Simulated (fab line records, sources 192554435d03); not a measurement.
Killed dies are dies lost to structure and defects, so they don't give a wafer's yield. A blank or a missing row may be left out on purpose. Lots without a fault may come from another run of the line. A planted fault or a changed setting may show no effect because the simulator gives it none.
Which tool did it? | flow n5_finfet | 9 lots, 27 wafers sampled, at 5 steps of a route of 1938

WHAT THE GAUGES READ, wafer by wafer
N5_BEOL_M12_THK_MEAS_01.
lot  | measured     | on            | M12_ILD_THK (nm)
L756 | day 12 21:53 | film_metro-01 | 651 660 662
L759 | day 13 09:59 | film_metro-02 | 660 666 658
L760 | day 13 16:20 | film_metro-01 | 672 673 667
L764 | day 14 07:01 | film_metro-02 | 654 661 668
L767 | day 14 22:17 | film_metro-01 | 657 664 470
L768 | day 15 08:54 | film_metro-01 | 664 463 656
L775 | day 16 21:02 | film_metro-01 | 648 663 652
L777 | day 18 00:01 | film_metro-01 | 651 660 658
L778 | day 18 18:31 | film_metro-02 | 652 657 666

WHICH TOOL RAN EACH LOT (tool, then ch and the chambers of the sampled wafers, then the start)
lot  | N5_BEOL_M11_ETCH_41                           | N5_BEOL_M11_ANNEAL_51            | N5_BEOL_M11_DEP_56              | N5_BEOL_M12_ILD_DEP_00
L756 | rie_diel-02 ch 0,1,3, day 12 20:53 or earlier | rtp_anneal-01 ch 0, day 12 20:53 | pecvd-03 ch 0,1, day 12 21:33   | pecvd-04 ch 1,2, day 12 21:41
L759 | rie_diel-06 ch 1,2, day 13 09:04 or earlier   | rtp_anneal-02 ch 0, day 13 09:04 | pecvd-01 ch 0,2, day 13 09:44   | pecvd-01 ch 0,1, day 13 09:52
L760 | rie_diel-02 ch 2,3, day 13 15:33 or earlier   | rtp_anneal-02 ch 0, day 13 15:33 | pecvd-01 ch 0,1,2, day 13 16:05 | pecvd-02 ch 0,1,2, day 13 16:15
L764 | rie_diel-06 ch 2,3, day 14 06:07 or earlier   | rtp_anneal-02 ch 0, day 14 06:07 | pecvd-02 ch 0,2, day 14 06:46   | pecvd-01 ch 0,1, day 14 06:53
L767 | rie_diel-06 ch 0,2,3, day 14 21:23 or earlier | rtp_anneal-02 ch 0, day 14 21:23 | pecvd-02 ch 0,1,2, day 14 22:02 | pecvd-01 ch 0,1,2, day 14 22:10
L768 | rie_diel-05 ch 0,1,3, day 15 08:07 or earlier | rtp_anneal-02 ch 0, day 15 08:07 | pecvd-03 ch 0,1,2, day 15 08:39 | pecvd-01 ch 0,1,2, day 15 08:49
L775 | rie_diel-02 ch 0,2,3, day 16 19:56 or earlier | rtp_anneal-01 ch 0, day 16 19:56 | pecvd-03 ch 1,2, day 16 20:46   | pecvd-02 ch 1,2, day 16 20:54
L777 | rie_diel-06 ch 0,1,3, day 17 23:05 or earlier | rtp_anneal-02 ch 0, day 17 23:05 | pecvd-03 ch 0,1, day 17 23:41   | pecvd-04 ch 0,2, day 17 23:50
L778 | rie_diel-02 ch 2,3, day 18 17:31 or earlier   | rtp_anneal-01 ch 0, day 18 17:31 | pecvd-03 ch 0,1, day 18 18:11   | pecvd-01 ch 0,1,2, day 18 18:23
- N5_BEOL_M11_ETCH_41: etches SiCN in CH3F/O2, target depth 42.6 nm, time 86 s.
- N5_BEOL_M11_ANNEAL_51: time 90 s.
- N5_BEOL_M11_DEP_56: deposits SiCN from 3MS/NH3, target thk 30 nm, time 10.5 s.
- N5_BEOL_M12_ILD_DEP_00: deposits SiOC from DEMS/O2, target thk 658.92 nm, time 130.7 s.

THE ANSWER, worked out from the rows above alone
Rule: what is usual is taken from the lots themselves. Put in order of their means at a reading, lots are off if they are a third of the lots or fewer, leave a main group of 4 or more, and stand apart from it by a gap of 3 or more times the standard deviation of the main group's means; of several such gaps the widest counts. A main group whose means are all the same, to the digits that the tables above print for the reading, isn't used. A lot without any number at a reading at which 4 lots or more have one is off too. The other lots that the step has rows for count as sound.
Off: L767, L768, at N5_BEOL_M12_THK_MEAS_01 (M12_ILD_THK). The main group: mean 660 nm, standard deviation 4.9.
A tool fits if, at a process step before that reading, it ran every lot that is off, and no sound lot after the first of them. The gauges at N5_BEOL_M12_THK_MEAS_01 are tried like those tools. N5_BEOL_M11_ETCH_41 gives no start for some lots, so the hours and the order of its lots are those of N5_BEOL_M11_ANNEAL_51. None of those tried fits.

WHAT THE SIMULATOR HAD PUT IN
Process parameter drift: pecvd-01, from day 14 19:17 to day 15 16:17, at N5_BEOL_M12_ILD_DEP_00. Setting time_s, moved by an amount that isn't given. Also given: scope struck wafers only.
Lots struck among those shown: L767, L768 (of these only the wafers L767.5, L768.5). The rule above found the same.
